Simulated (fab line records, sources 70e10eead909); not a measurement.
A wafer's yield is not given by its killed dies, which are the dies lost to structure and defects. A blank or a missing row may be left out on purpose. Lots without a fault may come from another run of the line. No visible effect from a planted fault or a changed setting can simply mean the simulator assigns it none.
Chamber matching	flow nand_harc	NHARC_P_M1_DEP_33 on pecvd-04 has 3 sister chambers
The step deposits SiCN, target thk 30 nm. 3 wafers are shown with their chamber, then 8 later ones without.

WAFERS, EACH WITH ITS CHAMBER
wafer	chamber	heater_power_w (W)
L085.5	1	531
L088.6	0	463
L095.1	2	579

WAFERS MISSING THEIR CHAMBER
wafer	heater_power_w (W)
L095.4	557
L095.5	586
L096.1	445
L096.2	466
L096.4	604
L097.2	594
L097.3	453
L097.5	450

THE CHAMBER EACH PASSED THROUGH
wafer	from the rows above	in truth
L095.4	can't be placed: 2 or 1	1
L095.5	2	2
L096.1	0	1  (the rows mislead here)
L096.2	0	0
L096.4	2	2
L097.2	2	2
L097.3	0	0
L097.5	0	0
Placed correctly: 6 of 8. Unplaceable from these rows: 1, with the true chamber sitting among the candidates in 1. 1 placed wrongly.
How it was worked out, from the rows above alone: a wafer's distance from a chamber is the root of the sum, over the readings, of the square of ((its reading less the chamber's mean) divided by the reading's scatter). If the next closest chamber is less than 2 further off than the closest, the wafer can't be placed; otherwise it belongs to the closest. Each chamber's mean is taken over the wafers shown for it. The scatter (one wafer shown for each chamber): square how far every hidden wafer sits from the nearest shown wafer, average those squares and take the square root.
